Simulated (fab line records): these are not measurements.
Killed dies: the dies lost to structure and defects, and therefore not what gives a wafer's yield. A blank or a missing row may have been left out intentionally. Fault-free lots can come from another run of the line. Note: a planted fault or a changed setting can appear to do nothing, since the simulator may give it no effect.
fab line records | flow n5_finfet
[record] lots = 11 wafers = 31 last_day = 17
route steps=1938 shown MIM_TOP_LITHO@1848 TV_OPEN@1890 PAD_METAL@1893 PASSIVATION@1910
lots with no fault: from the same line, run without faults
start_h: hours from the record's opening day to when the first of the lot's shown wafers began | wait_h: hours since the lot's step before | " same as the row above | L1.1+2: one row covering several wafers at once | - no value, or no start given | * or withheld: withheld | < > ~ a bound
route shown NAME@n: names a module that has steps shown in the file, with the first one's number in the route | usual: the fault-free wafers' mean and standard deviation | same: alike in all rows | chamber/n: place in a boat | sites: the reading at each site | _std_site: the standard deviation of these | _edge_site: outer sites' mean less inner sites' | radius_mm: how far each site lies from the wafer's centre | mask NAME#n: copy n | behind: the tool/chamber that last shaped the wafer | hold: the reason the lot was held/the length of the hold in hours/how it ended | device: whichever transistor did not switch (one of n, p or np) | end of line: tests run on the same wafers once the route is complete | a step without rows: its recipe alone | killed: count of dies lost to structure and defects at first sort (not the wafer's yield) | map: shows each die of a wafer: x if killed, . if not, _ if none is there
set.NAME: the run value of the setting; set.NAME@STEP: its run value at that earlier step | model.NAME: the simulator's own value behind a step, which no gauge read
the route's steps for a sample of lots (tables are steps, rows are wafers)
services: the hour from which a tool's chamber was out of use, counted from the record's first day as start_h (under 0 if before that day), plus the number of hours and why
[[steps]]
[step N5_MIM_TOP_LITHO_OVL_MEAS_11]
[recipe] points_per_wafer = 44
[usual] MIM_TOP_OVL = -3/4.9
// columns lot.wafer tool chamber start_h wait_h MIM_TOP_OVL[nm]
L204.1 overlay-02 0 275.51 0.0 -7
L204.2 " 0 " " -9
L204.5 " 0 " " -9
L208.2 overlay-01 0 298.47 0.0 -7
L208.3 " 0 " " 3
L208.6 " 0 " " -6
L212.2 overlay-02 0 314.49 0.0 -4
L212.5 " 0 " " -5
L212.6 " 0 " " -12
L217.2 overlay-01 0 352.97 0.0 1
L217.5 " 0 " " -6
L217.6 " 0 " " -7
L216.1 overlay-02 0 357.67 0.0 -10
L216.2 " 0 " " -8
L216.4 " 0 " " -4
L218.1 overlay-02 0 358.20 0.0 -1
L218.4 " 0 " " -7
L218.6 " 0 " " 4
L220.2 overlay-02 0 370.80 0.0 -3
L220.4 " 0 " " -8
L220.6 " 0 " " 0
L221.2 overlay-02 0 376.42 0.0 -3
L221.6 " 0 " " -8
L223.1 overlay-01 0 388.25 0.0 -7
L223.5 " 0 " " -3
L223.6 " 0 " " -10
L222.2 overlay-02 0 389.23 0.0 -3
L222.3 " 0 " " 5
L226.3 overlay-01 0 403.80 0.0 -5
L226.5 " 0 " " -6
L226.6 " 0 " " 5
[step N5_PASSIVATION_ETCH_15]
[recipe] chemistry = CF4/N2 target = SiCN target_depth_a = 750 taper_deg = 2 time_s = 81.2 ion_energy_ev = 150 mask_material = SiNx pressure_mtorr = 40 source_w = 430 bias_w = 70 Ar_flow_sccm = 100 cf4_flow_sccm = 60 n2_flow_sccm = 60
[usual] bias_w = 70.00/0.23 drypump_motor_current_A = 6.0/0.49 oes_product_au = 0.80/0.071 rf_vpp_V = 381.9/1.6 showerhead_plenum_p_Torr = 2.19/0.057 throttle_valve_pct = 15.38/0.27
// columns lot.wafer tool chamber start_h wait_h bias_w drypump_motor_current_A oes_product_au rf_hours_counter_h rf_vpp_V showerhead_plenum_p_Torr throttle_valve_pct
L204.1 rie_diel-02 1 279.10 - 70.36 6.6 0.76 120 382.5 2.21 15.26
L204.2 " 2 " " 70.03 6.1 0.90 25 382.6 2.18 15.41
L204.5 " 0 " " 69.85 6.3 0.66 - 383.5 2.27 15.40
L208.2 rie_diel-02 2 302.15 - 82.32 6.1 0.91 33 424.2 2.17 15.44
L208.3 " 1 " " 82.91 6.6 0.78 128 423.4 2.21 15.27
L208.6 " 0 " " 82.58 6.3 0.68 - 426.5 2.27 15.42
L212.2 rie_diel-02 3 321.14 - 82.43 5.3 0.82 97 422.9 2.14 15.32
L212.5 " 2 " " 82.45 6.1 0.90 - 424.3 2.17 15.44
L212.6 " 3 " " 82.51 5.3 0.82 - 423.0 2.14 15.32
L217.2 rie_diel-06 2 357.47 - 69.90 5.4 0.69 215 381.7 2.20 15.92
L217.5 " 2 " " 70.03 5.4 0.68 - 382.6 2.20 15.92
L217.6 " 3 " " 69.89 5.4 0.80 - 384.5 2.31 15.24
L216.1 rie_diel-03 2 361.29 - 70.40 6.6 0.83 68 383.1 2.23 15.29
L216.2 " 3 " " 69.97 5.7 0.89 15 384.6 2.26 15.30
L216.4 " 0 " " 69.76 6.2 0.86 57 382.7 2.13 14.92
L218.1 rie_diel-03 2 362.70 - 70.28 6.6 0.83 69 383.5 2.23 15.27
L218.4 " 3 " " 69.83 5.7 0.89 16 384.9 2.26 15.30
L218.6 " 1 " " 69.99 5.7 0.70 - 379.6 2.09 15.87
L220.2 rie_diel-02 0 374.60 - 69.90 6.3 0.89 17 384.7 2.26 14.94
L220.4 " 2 " " 70.05 6.1 0.85 58 381.8 2.16 15.48
L220.6 " 2 " " 69.83 6.1 0.84 - 380.8 2.16 15.49
L221.2 rie_diel-02 2 381.12 - 70.14 6.1 0.83 61 380.2 2.16 15.50
L221.6 " 2 " " 70.14 6.1 0.83 - 380.9 2.16 15.50
L223.1 rie_diel-02 1 391.68 - 70.12 6.6 0.72 162 383.3 2.20 15.35
L223.5 " 3 " " 70.09 5.2 0.76 - 380.8 2.13 15.38
L223.6 " 2 " " 70.04 6.1 0.82 - 381.3 2.16 15.48
L222.2 rie_diel-03 0 392.15 - 70.10 6.2 0.85 69 381.9 2.13 14.95
L222.3 " 3 " " 70.36 5.7 0.87 26 382.7 2.25 15.34
L226.3 rie_diel-02 1 407.41 - 70.04 6.6 0.73 168 382.8 2.20 15.36
L226.5 " 3 " " 69.80 5.2 0.77 - 379.0 2.13 15.40
L226.6 " 2 " " 69.71 6.1 0.83 - 380.4 2.16 15.52
[step N5_PASSIVATION_DEGAS_18]
[recipe] ambient = vacuum temp_c = 300 time_s = 60
[usual] heater_power_w = 449/36
// columns lot.wafer tool chamber start_h wait_h heater_power_w
L204.1 pvd_sputter-01 - 279.56 0.3 446
L204.2 " - " " 458
L204.5 " - " " 458
L208.2 pvd_sputter-03 - 302.93 0.6 435
L208.3 " - " " 404
L208.6 " - " " 442
L212.2 pvd_sputter-03 - 321.95 0.7 446
L212.5 " - " " 430
L212.6 " - " " 405
L217.2 pvd_sputter-03 - 358.05 0.4 445
L217.5 " - " " 440
L217.6 " - " " 414
L216.1 pvd_sputter-03 - 361.93 0.5 431
L216.2 " - " " 399
L216.4 " - " " 433
L218.1 pvd_sputter-03 - 364.29 1.4 456
L218.4 " - " " 404
L218.6 " - " " 449
L220.2 pvd_sputter-02 - 375.05 0.3 420
L220.4 " - " " 431
L220.6 " - " " 426
L221.2 pvd_sputter-02 - 381.50 0.2 536
L221.6 " - " " 509
L223.1 pvd_sputter-02 - 392.24 0.4 515
L223.5 " - " " 427
L223.6 " - " " 444
L222.2 pvd_sputter-02 - 392.62 0.3 440
L222.3 " - " " 422
L226.3 pvd_sputter-03 - 407.71 0.1 423
L226.5 " - " " 401
L226.6 " - " " 437
[step N5_PASSIVATION_ETCH_59]
[recipe] chemistry = Cl2/BCl3 target = TaN target_depth_a = 650 time_s = 34.9 ion_energy_ev = 100 pressure_mtorr = 10 icp_w = 900 bias_w = 100 Cl2_flow_sccm = 60 bcl3_flow_sccm = 30
[usual] bias_w = 100.04/0.3 drypump_motor_current_A = 5.8/0.45 oes_product_au = 0.75/0.063 throttle_valve_pct = 21.35/0.25
// columns lot.wafer tool chamber start_h wait_h bias_w drypump_motor_current_A oes_product_au rf_hours_counter_h throttle_valve_pct
L204.1 rie_metal-02 0 280.94 0.3 100.07 6.0 0.73 83 21.53
L204.2 " 1 " " 99.94 6.3 0.75 37 21.49
L204.5 " 1 " " 100.07 6.3 0.76 - 21.48
L208.2 rie_metal-03 0 304.16 0.3 99.35 5.8 0.83 20 21.38
L208.3 " 1 " " 100.00 6.1 0.62 - 21.29
L208.6 " 1 " " 100.15 6.1 0.62 - 21.28
L212.2 rie_metal-02 0 323.30 0.3 100.05 5.9 0.73 89 21.54
L212.5 " 0 " " 99.96 5.9 0.72 - 21.53
L212.6 " 1 " " 100.12 6.3 0.74 - 21.51
L217.2 rie_metal-03 1 359.48 0.3 100.28 6.1 0.96 3 20.77
L217.5 " 0 " " 99.81 5.7 0.80 - 21.44
L217.6 " 1 " " 100.20 6.1 0.97 - 20.79
L216.1 rie_metal-01 1 363.35 0.3 99.79 4.8 0.79 47 20.91
L216.2 " 0 " " 99.89 5.7 0.72 64 21.29
L216.4 " 1 " " 100.10 4.9 0.80 - 20.89
L218.1 rie_metal-02 0 365.52 0.3 99.93 6.0 0.70 94 21.60
L218.4 " 0 " " 99.95 5.9 0.70 - 21.58
L218.6 " 1 " " 99.93 6.3 0.72 - 21.53
L220.2 rie_metal-02 0 376.74 0.6 100.75 5.9 0.70 - 21.56
L220.4 " 0 " " 100.09 5.9 0.70 - 21.59
L220.6 " 0 " " 100.19 5.9 0.70 - 21.56
L221.2 rie_metal-01 1 382.85 0.3 100.10 4.8 0.79 49 20.90
L221.6 " 1 " " 100.33 4.9 0.78 - 20.93
L223.1 rie_metal-01 0 393.60 0.3 100.01 5.6 0.73 67 21.27
L223.5 " 0 " " 99.81 5.6 0.71 - 21.27
L223.6 " 1 " " 99.78 4.9 0.79 - 20.90
L222.2 rie_metal-03 0 393.85 0.3 99.77 5.8 0.79 30 21.43
L222.3 " 1 " " 100.26 6.1 0.95 - 20.78
L226.3 rie_metal-02 0 409.09 0.2 99.85 5.9 0.69 - 21.57
L226.5 " 1 " " 100.05 6.3 0.72 - 21.54
L226.6 " 0 " " 100.09 5.9 0.69 - 21.59
[[services]]
// columns tool chamber start_h hours kind
rie_diel-06 1 268.83 5.7 repair
rie_diel-03 0 288.35 3.7 repair
rie_diel-03 3 298.09 - clean
rie_diel-03 3 298.09 - consumable_replace:focus_ring
rie_diel-03 3 298.09 12.6 scheduled_down
rie_diel-03 3 298.09 12.6 vent_cycle
rie_diel-02 0 307.50 - clean
rie_diel-02 0 307.50 - consumable_replace:focus_ring
rie_metal-03 1 307.77 - clean
rie_metal-03 1 307.77 16.0 scheduled_down
rie_metal-03 1 307.77 16.0 vent_cycle
rie_metal-01 - 314.85 14.6 pm
rie_metal-03 - 318.78 0.3 repair
rie_diel-06 - 351.47 2.8 pm
rie_metal-02 - 353.42 1.4 pm
pvd_sputter-03 - 355.57 0.7 repair
pvd_sputter-02 - 365.16 1.1 repair
rie_diel-06 - 371.00 14.6 pm
rie_metal-02 1 375.49 21.2 repair
rie_diel-02 0 376.49 31.0 repair
pvd_sputter-03 - 378.37 1.7 repair
pvd_sputter-01 - 391.20 6.7 repair
[[key]]
[first_sign] step = N5_PASSIVATION_ETCH_15 reading = bias_w direction = up sigmas = 54 usual = * struck = *
[effect] step = N5_PASSIVATION_ETCH_15 reading = rf_vpp_V direction = up sigmas = 27 usual = 381.9 struck = 424.1
met_at N5_PASSIVATION_ETCH_15
struck_lots L208,L212
not_acting_at N5_MIM_TOP_LITHO_OVL_MEAS_11,N5_PASSIVATION_DEGAS_18,N5_PASSIVATION_ETCH_59
onset_between 279.10 302.15
[fault] kind = process_parameter_drift tool = rie_diel-02 chamber = - onset_h = 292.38 steps = N5_PASSIVATION_ETCH_15 channel = bias_w offset = * shape = step end_h = 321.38 acts_in = * stated = *
